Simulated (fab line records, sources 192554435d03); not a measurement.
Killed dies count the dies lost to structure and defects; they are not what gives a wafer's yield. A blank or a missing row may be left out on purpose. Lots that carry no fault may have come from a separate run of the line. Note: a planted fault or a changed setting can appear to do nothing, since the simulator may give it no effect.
A single fault, viewed from 2 desks	flow n5Finfet	numbers are kept per desk, each desk with only its own; the story behind them comes last

## THE DEFECT DESK
For each lot, the counts of the inspections along the route, averaged over the sampled wafers that have a number. Marked OUT: a lot whose mean sits more than 4 standard deviations from the usual mean, which makes it out of limits; the brackets give that distance.
Columns: A = rawDefectCount at N5_STI_FIN_REVEAL_INSPECT_13, usual 12
lot	first seen here	A
L655	day 2 18:19	6
L656	day 3 02:26	12
L657	day 3 07:04	15
L660	day 3 23:52	7
L665	day 5 07:58	10
L666	day 5 13:59	11
L667	day 5 19:09	11
L668	day 6 00:11	196 (+35) OUT
L669	day 6 06:18	12
L670	day 6 12:57	204 (+36) OUT
L671	day 6 19:14	8
This desk's verdict: out of limits on L668, L670, starting with L668 at day 6 00:11 (rawDefectCount at N5_STI_FIN_REVEAL_INSPECT_13). In limits: L655, L656, L657, L660, L665, L666, L667, L669, L671.

## FOR THE TOOL OWNER'S DESK: wetBench-04
The tool's own readings at N5_STI_FIN_REVEAL_STRIP_35 (strips Si3N4 in H3PO4, target depth 4 nm, time 39 s): means of the sampled wafers that have a number, for each lot that ran on this tool. Marked OUT: a lot whose mean sits more than 4 standard deviations from the usual mean, which makes it out of limits; the brackets give that distance.
Columns: A = tempC at N5_STI_FIN_REVEAL_STRIP_35, usual 165.00 C
lot	first seen here	A
L657	day 3 06:43	165.03
L660	day 3 23:31	165.19
L666	day 5 13:39	164.75
L667	day 5 18:49	164.85
L668	day 5 23:47	164.96
L670	day 6 12:34	165.03
Finding of this desk: none of the 6 lots has anything out of limits.

## PUT TOGETHER
The defect desk could have raised an alarm at day 6 00:11, on L668, L670.
The desk of the tool owner found nothing out of limits.
The tool owner's desk has L668, L670 on record, within its limits.
Every lot named ran N5_STI_FIN_REVEAL_STRIP_35 on wetBench-04.

## WHAT HAD BEEN PUT IN BY THE SIMULATOR
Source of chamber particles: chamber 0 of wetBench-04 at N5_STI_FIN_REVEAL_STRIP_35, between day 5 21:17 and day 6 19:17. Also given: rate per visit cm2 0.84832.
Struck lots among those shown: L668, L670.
Hours from the fault's start to each desk's first reading out of limits: the defect desk, 3.
